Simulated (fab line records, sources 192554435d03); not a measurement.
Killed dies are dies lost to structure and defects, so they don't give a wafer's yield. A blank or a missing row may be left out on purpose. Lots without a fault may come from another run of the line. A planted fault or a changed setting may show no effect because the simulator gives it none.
fab line records | flow n5_finfet
record lots=7 wafers=20 last_day=17
route steps=1938 shown MOL_CONTACT_COAG@625 BEOL_M0_SAQP@632 BEOL_M4@1111
lots that met no fault: from a run of the same line without faults
start_h: hours from the record's first day to the start of the lot's first wafer shown | wait_h: hours since the lot's step before | " the same as in the row above | L1.1+2: a row that stands for several wafers | - no value, or no start given | * or withheld: withheld | < > ~ a bound
route shown NAME@n: a module of which the file shows steps, and the number in the route of the first | usual: mean/standard deviation of fault-free wafers | same: alike in all rows | chamber/n: place in a boat | sites: the reading at each site | _std_site: their standard deviation | _edge_site: outer sites' mean less inner sites' | radius_mm: how far each site lies from the wafer's centre | mask NAME#n: copy n | behind: the tool/chamber that last shaped the wafer | hold: why the lot was held/for how many hours/how that ended | device: the transistor (n, p or np) that didn't switch | end of line: the same wafers' tests at the end of the route | a step without rows: its recipe alone | killed: dies lost to structure and defects at the first sort, not the wafer's yield | map: a wafer's dies, x killed, . not, _ none there
set.NAME: the setting as run; set.NAME@STEP: as run at that earlier step | model.NAME: the simulator's own value behind a step, which no gauge read
lots at some steps of the route; a table a step, a row a wafer
services: from which hour (start_h, from the record's first day; less than 0 if before it) a tool's chamber was out of use, for how many hours, and why
## steps
# step N5_MOL_CONTACT_COAG_PRECLEAN_127
# recipe chemistry=DIW time_s=57.5 temp_c=23
# step N5_MOL_CONTACT_COAG_SRD_128
# recipe dry_time_s=32 dry=n2_spin spin_rpm=1500
# step N5_MOL_CONTACT_COAG_CMP_52
# recipe stop_on=SiO2 t_overpolish_s=1.5 post_cmp_clean=w_dilute_nh4oh down_force_psi=4 platen_rpm=50.289 pad_velocity_m_s=1.0006 target_thk_nm=66.5
# usual motor_current_A=11.7/1.4 overpolish_run_s=1.501/0.0089 slurry_flow_ml_min=150.0/0.49 time_to_endpoint_s=14.3/2
# same t_overpolish_s=1.5
# columns lot.wafer tool chamber start_h wait_h motor_current_A overpolish_run_s slurry_flow_ml_min time_to_endpoint_s
L642.2 cmp-04 0 149.90 0.1 10.3 1.495 150.7 13.5
L642.4 " 1 " " 12.4 1.508 149.9 9.9
L644.3 cmp-04 2 152.88 0.3 12.0 1.496 150.5 11.6
L644.4 " 3 " " 10.5 1.504 150.1 13.9
L644.5 " 1 " " 12.3 1.499 149.8 11.0
L645.3 cmp-02 3 161.71 0.1 12.9 1.499 150.2 13.9
L645.6 " 0 " " 12.2 1.501 149.2 15.7
L645.5 " 1 " " 13.9 1.497 149.5 14.4
L646.4 cmp-01 1 174.90 0.1 12.5 1.497 149.4 16.1
L646.6 " 0 " " 9.3 1.510 150.1 15.4
L646.5 " 1 " " 13.2 1.496 149.6 16.8
L648.4 cmp-01 0 183.01 0.1 9.4 1.512 150.6 13.0
L648.2 " 1 " " 12.5 1.481 150.3 16.2
L648.6 " 2 " " 9.0 1.505 150.6 11.4
L653.4 cmp-02 0 210.29 0.1 12.5 1.492 150.2 17.0
L653.6 " 3 " " 11.8 1.498 149.2 16.4
L653.5 " 0 " " 12.8 1.511 149.8 17.6
L658.4 cmp-04 1 239.20 0.1 12.1 1.521 149.8 12.7
L658.2 " 2 " " 12.0 1.497 149.8 13.8
L658.1 " 3 " " 11.3 1.511 150.7 14.6
# step N5_MOL_CONTACT_COAG_THK_MEAS_53
# recipe reads=SiO2_of_MOL_CONTACT_COAG_PECVD_31
# usual VIA_MOL_THK=43.9/0.65
# columns lot.wafer tool chamber start_h wait_h VIA_MOL_THK[nm]
L642.2 film_metro-01 - 150.12 - 44.0
L642.4 " - " " 44.6
L644.3 film_metro-02 - 153.10 - 43.1
L644.4 " - " " 44.9
L644.5 " - " " 44.6
L645.3 film_metro-02 - 161.89 - 43.7
L645.5 " - " " 43.6
L645.6 " - " " 44.9
L646.4 film_metro-02 - 175.16 - 45.0
L646.5 " - " " 45.0
L646.6 " - " " 44.6
L648.2 film_metro-01 - 183.23 - 43.4
L648.4 " - " " 43.9
L648.6 " - " " 44.1
L653.4 film_metro-02 - 210.55 - 43.6
L653.5 " - " " 44.1
L653.6 " - " " 44.0
L658.1 film_metro-02 - 239.46 - 43.1
L658.2 " - " " 44.2
L658.4 " - " " 43.7
# step N5_MOL_CONTACT_COAG_ANNEAL_112
# recipe temp_c=400 time_s=1800 ambient=HPD2 pressure_atm=10
# usual spike_tc_bottom_C=426.5/0.98 wafer_temp_C_max=401.5/0.36
# columns lot.wafer tool chamber start_h wait_h spike_tc_bottom_C wafer_temp_C_max
L642.2 hp_anneal-01 0 152.46 2.3 425.1 400.9
L642.4 " 0 " " 426.0 401.4
L644.3 hp_anneal-01 0 155.46 2.4 425.5 401.0
L644.4 " 0 " " 426.1 401.0
L644.5 " 0 " " 425.4 401.3
L645.3 hp_anneal-01 0 161.92 0.0 427.2 401.9
L645.5 " 0 " " 428.1 401.7
L645.6 " 0 " " 427.4 401.5
L646.4 hp_anneal-01 0 175.19 0.0 426.9 401.3
L646.5 " 0 " " 425.2 401.4
L646.6 " 0 " " 428.8 401.6
L648.2 hp_anneal-01 0 183.25 0.0 427.2 401.5
L648.4 " 0 " " 427.4 402.2
L648.6 " 0 " " 425.3 401.9
L653.4 hp_anneal-01 0 210.57 0.0 426.7 401.4
L653.5 " 0 " " 427.1 401.0
L653.6 " 0 " " 426.8 401.3
L658.1 hp_anneal-01 0 239.49 0.0 427.9 401.1
L658.2 " 0 " " 427.1 401.7
L658.4 " 0 " " 426.6 401.0
# step N5_MOL_CONTACT_COAG_INSPECT_97
# recipe inspect_instrument=darkfield mode=post_anneal
# usual raw_defect_count=44/17
# columns lot.wafer tool chamber start_h wait_h raw_defect_count
L642.2 defect_inspect-01 - 155.51 0.1 100
L642.4 " - " " 52
L644.3 defect_inspect-01 - 158.52 0.1 55
L644.4 " - " " 38
L644.5 " - " " 74
L645.3 defect_inspect-01 - 164.98 0.1 29
L645.5 " - " " 41
L645.6 " - " " 25
L646.4 defect_inspect-01 - 178.27 0.1 43
L646.5 " - " " 26
L646.6 " - " " 47
L648.2 defect_inspect-01 - 186.30 0.0 54
L648.4 " - " " 84
L648.6 " - " " 34
L653.4 defect_inspect-01 - 213.66 0.1 52
L653.5 " - " " 46
L653.6 " - " " 73
L658.1 defect_inspect-02 - 242.51 0.0 37
L658.2 " - " " 53
L658.4 " - " " 55
# step N5_BEOL_M0_SAQP_PECVD_00
# recipe material=SiCN target_thk_a=80 temp_c=withheld precursor=3MS/NH3 pressure_torr=3 rf_w=202 time_s=14
# step N5_BEOL_M0_SAQP_ILD_DEP_01
# recipe material=SiOC target_thk_a=454.19 temp_c=350 precursor=DEMS/O2 pressure_torr=5 rf_w=500 time_s=8.7
# step N5_BEOL_M0_SAQP_HM_DEP_02
# recipe material=TiN target_thk_a=120 temp_c=25 chamber_pressure_pa=0.49996
# usual chamber_pressure_pa=0.5000/0.00093 susceptor_temp_C=25.00/0.11 throttle_valve_pct=29.9/1.3
# columns lot.wafer tool chamber start_h wait_h chamber_pressure_pa susceptor_temp_C throttle_valve_pct
L642.2 pvd_sputter-02 - 155.99 0.1 0.5002 24.97 32.2
L642.4 " - " " 0.4993 24.90 31.0
L644.3 pvd_sputter-02 - 160.35 1.5 0.4991 25.06 31.3
L644.4 " - " " 0.5016 25.03 29.7
L644.5 " - " " 0.4994 24.93 30.8
L645.3 pvd_sputter-02 - 165.66 0.3 0.4994 25.03 31.2
L645.5 " - " " 0.4993 25.23 30.0
L645.6 " - " " 0.4990 25.12 31.0
L646.4 pvd_sputter-02 - 180.28 1.7 0.4976 25.19 32.5
L646.5 " - " " 0.5014 24.93 30.8
L646.6 " - " " 0.5014 24.93 30.1
L648.2 pvd_sputter-02 - 187.16 0.5 0.5003 25.00 32.3
L648.4 " - " " 0.4995 24.87 29.7
L648.6 " - " " 0.4999 25.02 30.7
L653.4 pvd_sputter-03 - 215.19 1.2 0.5022 24.92 27.9
L653.5 " - " " 0.5002 24.89 29.3
L653.6 " - " " 0.4980 25.12 26.9
L658.1 pvd_sputter-03 - 244.09 1.2 0.4988 25.24 26.9
L658.2 " - " " 0.4979 24.81 29.2
L658.4 " - " " 0.4997 25.09 30.6
# step N5_BEOL_M0_SAQP_PECVD_03
# recipe material=SiCN target_thk_a=120 temp_c=withheld precursor=3MS/NH3 pressure_torr=3 rf_w=202 time_s=21.1
# step N5_BEOL_M0_SAQP_PECVD_96
# recipe material=a-Si target_thk_a=450 temp_c=350 precursor=SiH4/He pressure_torr=3 rf_w=100 time_s=45.2
# step N5_BEOL_M0_SAQP_PECVD_97
# recipe material=SiNx target_thk_a=230 temp_c=350 precursor=SiH4/NH3/N2 pressure_torr=1.5 rf_w=300 time_s=19.9
# usual chamber_pressure_Torr=1.500/0.0035 heater_power_outer_w=298/53 heater_power_w=531/60 showerhead_plenum_p_Torr=5.12/0.051 susceptor_temp_C=349.99/0.19 throttle_valve_pct=40.6/2.5
# columns lot.wafer tool chamber start_h wait_h chamber_pressure_Torr heater_power_outer_w heater_power_w showerhead_plenum_p_Torr since_wet_clean_h susceptor_temp_C throttle_valve_pct
L642.2 pecvd-01 1 156.18 0.0 1.498 232 446 5.14 1404 350.08 45.0
L642.4 " 2 " " 1.497 246 470 5.16 - 349.60 42.6
L644.3 pecvd-01 1 160.60 0.0 - - - - - - -
L644.4 " 2 " " - - - - - - -
L644.5 " 1 " " - - - - - - -
L645.3 pecvd-01 1 165.85 0.0 - - - - - - -
L645.5 " 1 " " - - - - - - -
L645.6 " 0 " " - - - - - - -
L646.4 pecvd-03 2 180.50 0.0 - - - - - - -
L646.5 " 1 " " - - - - - - -
L646.6 " 0 " " - - - - - - -
L648.2 pecvd-01 0 187.37 0.0 1.497 270 481 4.99 710 350.18 38.8
L648.4 " 2 " " 1.503 219 430 5.16 - 349.84 42.5
L648.6 " 1 " " 1.499 261 497 5.15 - 349.91 44.8
L653.4 pecvd-03 0 215.41 0.0 1.501 289 566 5.12 - 349.85 42.1
L653.5 " 2 " " 1.500 307 541 5.20 - 349.67 37.0
L653.6 " 1 " " 1.501 321 534 5.12 - 350.12 39.4
L658.1 pecvd-04 2 244.29 0.0 1.500 367 599 5.12 557 350.15 41.2
L658.2 " 1 " " 1.502 306 546 5.04 2036 349.96 39.1
L658.4 " 1 " " 1.507 301 549 5.05 - 349.77 39.1
# step N5_BEOL_M0_SAQP_PECVD_04
# recipe material=a-Si target_thk_a=600 temp_c=350 precursor=SiH4/He pressure_torr=3 rf_w=100 time_s=60.2
# step N5_BEOL_M0_SAQP_THK_MEAS_05
# usual thk_nm=59.7/0.79
# columns lot.wafer tool chamber start_h wait_h thk_nm
L642.2 film_metro-01 - 156.32 0.1 59.6
L642.4 " - " " 60.0
L644.3 film_metro-02 - 160.77 0.1 60.3
L644.4 " - " " 59.4
L644.5 " - " " 59.7
L645.3 film_metro-02 - 165.99 0.1 59.0
L645.5 " - " " 59.5
L645.6 " - " " 58.9
L646.4 film_metro-01 - 180.62 0.0 59.8
L646.5 " - " " 59.9
L646.6 " - " " 59.8
L648.2 film_metro-01 - 187.50 0.1 57.7
L648.4 " - " " 59.5
L648.6 " - " " 59.8
L653.4 film_metro-02 - 215.52 0.0 59.8
L653.5 " - " " 59.2
L653.6 " - " " 59.1
L658.1 film_metro-01 - 244.43 0.1 61.1
L658.2 " - " " 59.5
L658.4 " - " " 61.1
# step N5_BEOL_M0_SAQP_HM_DEP_111
# recipe material=SiO2 target_thk_a=120 temp_c=400 precursor=SiH4/N2O pressure_torr=0.75 rf_w=275 time_s=7.2
# step N5_BEOL_M0_SAQP_COAT_81
# recipe resist=SOC temp_c=250 time_s=60 spin_rpm=1500 resist_thk_nm=100
# step N5_BEOL_M0_SAQP_COAT_82
# recipe resist=SiARC temp_c=220 time_s=60 spin_rpm=1500 resist_thk_nm=30
# step N5_BEOL_M0_SAQP_COAT_08
# recipe resist=CAR-ArF spin_rpm=1500 resist_thk_nm=90
# step N5_BEOL_M0_SAQP_EBR_10
# recipe solvent=PGMEA ebr_width_mm=1.5
# step N5_BEOL_M0_SAQP_SOFTBAKE_09
# recipe temp_c=110 time_s=60 resist=CAR-ArF
# step N5_BEOL_M0_SAQP_EXPOSE_11
# recipe mask_id=M0_CORE na=1.35 source_shape=dipole sigma_inner=0.538 sigma_outer=0.738 polarization=te target_cd_nm=42 dose_mj=55
# step N5_BEOL_M0_SAQP_PEB_12
# recipe peb_temp_c=withheld peb_time_s=60 resist=CAR-ArF
# step N5_BEOL_M0_SAQP_DEVELOP_13
# recipe develop_time_s=30 developer=TMAH resist=CAR-ArF dev_temp_c=23 rinse_liquid=diw dry=air_spin
# step N5_BEOL_M0_SAQP_CD_MEAS_14
# recipe target_cd_nm=42.5 landing_energy_ev=500 detector=se_inlens
# usual cd_nm=42.8/0.38
# columns lot.wafer tool chamber start_h wait_h cd_nm
L642.2 cd_sem-01 0 156.80 - 42.4
L642.4 " 0 " " 43.3
L644.3 cd_sem-01 0 161.26 - 42.2
L644.4 " 0 " " 42.5
L644.5 " 0 " " 41.6
L645.3 cd_sem-03 0 166.47 - 43.0
L645.5 " 0 " " 42.6
L645.6 " 0 " " 42.4
L646.4 cd_sem-03 0 180.98 - 42.9
L646.5 " 0 " " 42.7
L646.6 " 0 " " 42.8
L648.2 cd_sem-02 0 188.00 - 42.7
L648.4 " 0 " " 42.5
L648.6 " 0 " " 42.6
L653.4 cd_sem-01 0 216.01 - 43.0
L653.5 " 0 " " 42.5
L653.6 " 0 " " 42.9
L658.1 cd_sem-03 0 244.78 - 42.6
L658.2 " 0 " " 42.5
L658.4 " 0 " " 42.8
# step N5_BEOL_M0_SAQP_OVL_MEAS_15
# recipe points_per_wafer=44
# usual M0_CORE_OVL=-0.7/0.74
# columns lot.wafer tool chamber start_h wait_h M0_CORE_OVL[nm]
L642.2 overlay-02 0 156.83 0.0 -0.3
L642.4 " 0 " " 0.3
L644.3 overlay-02 0 161.28 0.0 -1.6
L644.4 " 0 " " -1.3
L644.5 " 0 " " -2.0
L645.3 overlay-01 0 166.50 0.0 -0.9
L645.5 " 0 " " -1.1
L645.6 " 0 " " -0.9
L646.4 overlay-02 0 181.00 0.0 -1.1
L646.5 " 0 " " -0.6
L646.6 " 0 " " -0.9
L648.2 overlay-01 0 188.03 0.0 -0.5
L648.4 " 0 " " -1.3
L648.6 " 0 " " -1.2
L653.4 overlay-02 0 216.04 0.0 0.2
L653.5 " 0 " " -0.8
L653.6 " 0 " " -0.4
L658.1 overlay-01 0 244.81 0.0 0.0
L658.2 " 0 " " -0.7
L658.4 " 0 " " -0.8
# step N5_BEOL_M0_SAQP_INSPECT_16
# recipe mode=adi inspect_instrument=brightfield
# usual raw_defect_count=534/140
# columns lot.wafer tool chamber start_h wait_h raw_defect_count
L642.2 defect_inspect-01 - 156.86 0.0 562
L642.4 " - " " 636
L644.3 defect_inspect-01 - 161.31 0.0 432
L644.4 " - " " 543
L644.5 " - " " 667
L645.3 defect_inspect-02 - 166.53 0.0 891
L645.5 " - " " 664
L645.6 " - " " 636
L646.4 defect_inspect-01 - 181.03 0.0 338
L646.5 " - " " 562
L646.6 " - " " 525
L648.2 defect_inspect-02 - 188.05 0.0 652
L648.4 " - " " 646
L648.6 " - " " 601
L653.4 defect_inspect-01 - 216.06 0.0 393
L653.5 " - " " 426
L653.6 " - " " 314
L658.1 defect_inspect-01 - 244.84 0.0 691
L658.2 " - " " 582
L658.4 " - " " 595
# step N5_BEOL_M0_SAQP_DESCUM_19
# recipe chemistry=O2 time_s=7.9 source_power_w=50 bias_power_w=20 pressure_mtorr=20 rf_frequency_hz=2.712e+07 temp_c=40 resist=CAR-ArF o2_flow_sccm=225
# step N5_BEOL_M0_SAQP_ETCH_83
# recipe chemistry=CF4 target=SiARC target_depth_a=390 mask_material=CAR-ArF time_s=65 ion_energy_ev=80 pressure_mtorr=40 source_w=545 bias_w=36 Ar_flow_sccm=100 cf4_flow_sccm=100 ends=cleared
# usual drypump_motor_current_A=5.8/0.31 etch_rf_on_time_s=64.8/1.4 oes_product_au=0.68/0.069 rf_vpp_V=184.5/1.2 showerhead_plenum_p_Torr=2.18/0.073 throttle_valve_pct=15.53/0.25
# columns lot.wafer tool chamber start_h wait_h drypump_motor_current_A etch_rf_on_time_s oes_product_au rf_hours_counter_h rf_vpp_V showerhead_plenum_p_Torr throttle_valve_pct
L642.2 rie_diel-04 3 156.97 0.0 5.5 66.8 0.63 143 182.1 1.98 15.50
L642.4 " 1 " " 5.7 65.8 0.57 244 182.8 2.10 15.45
L644.3 rie_diel-05 3 161.38 0.0 6.1 63.5 0.72 58 185.6 2.25 15.48
L644.4 " 2 " " 6.3 65.0 0.67 145 184.8 2.23 15.96
L644.5 " 3 " " 6.1 64.4 0.72 - 185.0 2.25 15.50
L645.3 rie_diel-05 1 166.59 0.0 5.7 64.1 0.76 42 185.5 2.18 15.47
L645.5 " 2 " " 6.3 64.6 0.66 - 185.0 2.23 15.97
L645.6 " 1 " " 5.7 64.6 0.76 - 185.6 2.18 15.47
L646.4 rie_diel-03 2 181.27 0.0 5.5 63.2 0.68 111 184.4 2.16 15.62
L646.5 " 2 " " 5.5 62.8 0.68 - 183.2 2.16 15.63
L646.6 " 3 " " 5.8 65.6 0.78 - 185.0 2.18 15.54
L648.2 rie_diel-05 1 188.20 0.0 5.7 64.9 0.75 49 183.8 2.18 15.48
L648.4 " 2 " " 6.3 65.5 0.65 155 185.9 2.23 15.97
L648.6 " 2 " " 6.3 65.1 0.65 - 185.1 2.23 15.96
L653.4 rie_diel-05 3 216.35 0.0 6.1 64.9 0.71 76 185.2 2.24 15.53
L653.5 " 3 " " 6.1 65.1 0.71 - 185.2 2.24 15.52
L653.6 " 2 " " 6.3 64.5 0.65 - 184.5 2.23 15.98
L658.1 rie_diel-04 3 244.91 0.0 5.5 65.8 0.62 173 181.4 1.97 15.57
L658.2 " 2 " " 6.0 66.4 0.64 174 185.2 2.21 15.28
L658.4 " 1 " " 5.6 63.8 0.80 8 183.5 2.10 15.06
# step N5_BEOL_M0_SAQP_ETCH_84
# recipe chemistry=N2/H2 target=SOC target_depth_a=1000 overetch_a=200 mask_material=SiARC temp_c=40 time_s=150 ion_energy_ev=200 pressure_mtorr=30 source_w=840 bias_w=150 n2_flow_sccm=200 h2_flow_sccm=200
# usual drypump_motor_current_A=5.8/0.31 oes_product_au=0.71/0.068 rf_vpp_V=525.1/2.7 showerhead_plenum_p_Torr=2.59/0.087 throttle_valve_pct=17.76/0.25
# columns lot.wafer tool chamber start_h wait_h drypump_motor_current_A oes_product_au rf_hours_counter_h rf_vpp_V showerhead_plenum_p_Torr throttle_valve_pct
L642.2 rie_diel-04 3 157.02 0.0 5.5 0.67 143 519.1 2.35 17.85
L642.4 " 1 " " 5.7 0.60 244 523.0 2.51 17.68
L644.3 rie_diel-05 3 161.43 0.0 6.1 0.76 58 527.7 2.69 17.82
L644.4 " 2 " " 6.4 0.69 146 526.1 2.67 18.25
L644.5 " 3 " " 6.1 0.76 - 527.4 2.69 17.82
L645.3 rie_diel-05 1 166.64 0.0 5.7 0.79 42 524.9 2.58 17.73
L645.5 " 2 " " 6.3 0.69 - 526.2 2.66 18.27
L645.6 " 1 " " 5.7 0.80 - 523.2 2.58 17.75
L646.4 rie_diel-03 2 181.32 0.0 5.5 0.70 111 523.9 2.57 17.94
L646.5 " 2 " " 5.5 0.70 - 523.9 2.57 17.94
L646.6 " 3 " " 5.8 0.82 - 525.2 2.59 17.71
L648.2 rie_diel-05 1 188.25 0.0 5.8 0.78 49 524.4 2.58 17.75
L648.4 " 2 " " 6.4 0.68 155 525.8 2.66 18.28
L648.6 " 2 " " 6.4 0.68 - 528.7 2.66 18.29
L653.4 rie_diel-05 3 216.40 0.0 6.1 0.74 76 527.6 2.68 17.84
L653.5 " 3 " " 6.1 0.73 - 526.6 2.68 17.84
L653.6 " 2 " " 6.4 0.68 - 526.5 2.66 18.28
L658.1 rie_diel-04 3 244.96 0.0 5.5 0.65 173 517.3 2.34 17.90
L658.2 " 2 " " 6.1 0.68 175 527.7 2.63 17.39
L658.4 " 1 " " 5.6 0.83 8 522.4 2.50 17.37
# step N5_BEOL_M0_SAQP_STRIP_80
# recipe chemistry=N2/H2 temp_c=40 n2_flow_sccm=200 h2_flow_sccm=200 rf_frequency_hz=6e+07
# step N5_BEOL_M0_SAQP_HM_OPEN_112
# recipe chemistry=CHF3/O2 target=SiO2 stop_on=a-Si target_depth_a=120 over_etch_frac=1.25 mask_material=SOC time_s=13.5 pressure_mtorr=30 source_w=650 bias_w=170 Ar_flow_sccm=200 CHF3_flow_sccm=50 O2_flow_sccm=5 ion_energy_ev=200 ends=end_point
# step N5_BEOL_M0_SAQP_STRIP_113
# recipe chemistry=CHF3/O2 resist=SiARC rf_frequency_hz=6e+07
# step N5_BEOL_M0_SAQP_MANDREL_ETCH_20
# recipe target_depth_a=600 chemistry=HBr/Cl2 target=a-Si stop_on=SiNx bt_time_s=10 mask_material=SOC over_etch_frac=0.5 time_s=30 pressure_mtorr=10 icp_w=800 bias_w=75 HBr_flow_sccm=150 Cl2_flow_sccm=80 ends=end_point
# step N5_BEOL_M0_SAQP_STRIP_86
# recipe chemistry=N2/H2 power_w=500 temp_c=40 pressure_mtorr=50 rf_frequency_hz=6e+07 overash_fraction=0.3 bias_power_w=28 h2_frac=0.5 n2_flow_sccm=300 h2_flow_sccm=300
# step N5_BEOL_M0_SAQP_STRIP_115
# recipe chemistry=post_etch_residue_remover time_s=60 temp_c=25 remover_ph=withheld remover_water_wt_pct=withheld remover_fluoride_wt_pct=withheld
# step N5_BEOL_M0_SAQP_SRD_93
# recipe dry=ipa_marangoni time_s=30 temp_c=23 rinse_liquid=diw
# step N5_BEOL_M0_SAQP_RECESS_114
# recipe chemistry=HF/NH3 target=SiO2 target_depth_a=144 afs_cycles=3 temp_c=30 sublimation_temp_c=180 sublimation_time_s=60
# step N5_BEOL_M0_SAQP_SPACER1_ALD_98
# recipe material=SiO2 target_thk_a=128 temp_c=300 ald_precursor_family=BDEAS ald_co_reactant=O2-plasma pulse_time_s=1 purge_time_s=2 co_reactant_purge_time_s=2 ald_cycles=138 pressure_torr=2
# step N5_BEOL_M0_SAQP_SPACER1_ETCHBACK_99
# recipe chemistry=CHF3/O2 mode=anisotropic_etchback target=SiO2 target_depth_a=154 time_s=7.7 pressure_mtorr=30 source_w=650 bias_w=170 Ar_flow_sccm=200 CHF3_flow_sccm=50 O2_flow_sccm=5 ion_energy_ev=200
# step N5_BEOL_M0_SAQP_MANDREL1_REMOVE_100
# recipe chemistry=HBr/Cl2/O2 bt_time_s=10 target=a-Si stop_on=SiNx endpoint=OES-SiCl over_etch_frac=0.85 icp_w=600 bias_w=30 HBr_flow_sccm=150 Cl2_flow_sccm=80 O2_flow_sccm=5 pressure_mtorr=10
# step N5_BEOL_M0_SAQP_CD_MEAS_25
# recipe target_cd_nm=13.1 landing_energy_ev=1000 detector=se_inlens
# usual cd_nm=12.81/0.23
# columns lot.wafer tool chamber start_h wait_h cd_nm
L642.2 cd_sem-01 0 158.54 0.1 12.78
L642.4 " 0 " " 12.91
L644.3 cd_sem-02 0 164.01 0.1 12.76
L644.4 " 0 " " 12.97
L644.5 " 0 " " 12.83
L645.3 cd_sem-02 0 168.87 0.1 12.86
L645.5 " 0 " " 12.81
L645.6 " 0 " " 12.80
L646.4 cd_sem-03 0 182.91 0.1 12.74
L646.5 " 0 " " 13.29
L646.6 " 0 " " 12.88
L648.2 cd_sem-01 0 190.23 0.1 13.04
L648.4 " 0 " " 13.31
L648.6 " 0 " " 12.53
L653.4 cd_sem-02 0 218.40 0.1 12.90
L653.5 " 0 " " 12.59
L653.6 " 0 " " 12.60
L658.1 cd_sem-02 0 246.80 0.1 12.02
L658.2 " 0 " " 12.64
L658.4 " 0 " " 12.41
# step N5_BEOL_M0_SAQP_CD_MEAS_29
# recipe target_cd_nm=14.4 landing_energy_ev=1000 detector=se_inlens
# usual cd_nm=15.07/0.23
# columns lot.wafer tool chamber start_h wait_h cd_nm
L642.2 cd_sem-03 0 160.31 0.1 15.58
L642.4 " 0 " " 14.59
L644.3 cd_sem-03 0 166.18 0.1 -
L644.4 " 0 " " -
L644.5 " 0 " " -
L645.3 cd_sem-02 0 170.63 0.1 -
L645.5 " 0 " " -
L645.6 " 0 " " -
L646.4 cd_sem-01 0 184.80 0.0 -
L646.5 " 0 " " -
L646.6 " 0 " " -
L648.2 cd_sem-02 0 191.99 0.1 14.77
L648.4 " 0 " " 14.46
L648.6 " 0 " " 14.96
L653.4 cd_sem-03 0 220.23 0.1 15.47
L653.5 " 0 " " 14.64
L653.6 " 0 " " 15.09
L658.1 cd_sem-03 0 248.63 0.1 14.92
L658.2 " 0 " " 15.10
L658.4 " 0 " " 14.88
# step N5_BEOL_M4_RC_MEAS_101
# usual DIBL_N=35.8/1.7 DIBL_P=35.9/1.9 IOFF_N=0.151/0.028 IOFF_P=0.21/0.037 ION_N=673/12 ION_P=463/8.3 SS_N=71.4/0.59 SS_P=73.2/0.63 VT_N=250/3.2 VT_P=-250/3.7
# columns lot.wafer tool chamber start_h wait_h DIBL_N[mV/V] DIBL_P[mV/V] IOFF_N[nA/um] IOFF_P[nA/um] ION_N[uA/um] ION_P[uA/um] SS_N[mV/dec] SS_P[mV/dec] VT_N[mV] VT_P[mV]
L642.2 prober-02 0 211.62 0.2 34.1 34.1 0.122 0.15 656 449 70.6 72.3 252 -258
L642.4 " 0 " " 34.7 34.7 0.131 0.16 663 447 70.8 72.9 253 -257
L648.2 prober-02 0 245.32 0.2 34.7 33.4 0.118 0.15 673 457 70.7 72.7 252 -256
L648.4 " 0 " " 38.2 36.9 0.172 0.20 681 452 71.6 72.9 249 -256
L648.6 " 0 " " 35.1 34.3 0.131 0.17 677 468 70.0 72.6 250 -254
L653.4 prober-01 0 277.06 0.5 35.7 36.5 0.157 0.23 681 464 71.5 72.8 248 -247
L653.5 " 0 " " 34.5 35.5 0.135 0.22 672 477 71.5 72.7 250 -249
L653.6 " 0 " " 32.3 32.7 0.104 0.17 660 461 70.5 71.3 255 -253
L658.1 prober-01 0 304.57 0.0 35.5 34.9 0.142 0.20 663 456 70.9 73.8 251 -250
L658.2 " 0 " " 37.1 37.4 0.171 0.24 678 469 71.3 72.9 251 -248
L658.4 " 0 " " 35.8 35.8 0.153 0.21 674 465 71.3 73.4 251 -248
## services
# columns tool chamber start_h hours kind
rie_diel-05 - 127.03 0.2 repair
pecvd-04 - 128.72 5.5 pm
cmp-01 - 150.56 8.2 pm
cmp-01 - 159.48 0.9 repair
pecvd-01 0 159.51 5.5 scheduled_down
rie_diel-05 1 162.56 1.5 repair
cmp-01 - 164.37 0.2 repair
pecvd-03 2 164.70 9.1 repair
rie_diel-04 1 187.05 - clean
rie_diel-04 1 187.05 - consumable_replace:focus_ring
pecvd-01 1 191.84 2.1 scheduled_down
rie_diel-04 - 193.45 0.5 repair
pecvd-04 - 194.21 4.3 pm
rie_diel-05 2 195.74 11.3 repair
cmp-04 - 197.84 4.0 pm
pecvd-01 2 202.38 - clean
pecvd-01 2 202.38 - consumable_replace:showerhead
pecvd-01 2 202.38 29.0 scheduled_down
pecvd-01 2 202.38 29.0 vent_cycle
pecvd-04 - 209.32 14.6 pm
cmp-02 - 219.89 1.4 repair
cmp-01 - 219.98 1.1 repair
cmp-01 - 224.49 4.0 pm
cmp-01 - 228.49 5.4 pm
## key
first_sign step=N5_BEOL_M0_SAQP_PECVD_97 reading=tool_record direction=missing
effect step=N5_BEOL_M0_SAQP_CD_MEAS_29 reading=cd_nm direction=missing
met_at N5_BEOL_M0_SAQP_PECVD_97
struck_wafers L644.3,L644.4,L644.5,L645.3,L645.5,L645.6,L646.4,L646.5,L646.6
later_rows_left_out L644.3,L644.4,L644.5,L645.3,L645.5,L645.6,L646.4,L646.5,L646.6
sort_left_out L644.3,L644.4,L644.5,L645.3,L645.5,L645.6,L646.4,L646.5,L646.6
onset_between 156.18 160.60
fault kind=skipped_step_whole tool=pecvd-01,pecvd-03 chamber=- onset_h=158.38 steps=N5_BEOL_M0_SAQP_PECVD_97 scope=struck_lots_only
# sort_left_out: the simulated sort isn't trusted on such a fault, so these wafers' sort isn't shown, and their yield isn't known
# later_rows_left_out: the simulator's readings of these wafers behind a module that went badly wrong aren't trusted and aren't shown, but for the sort
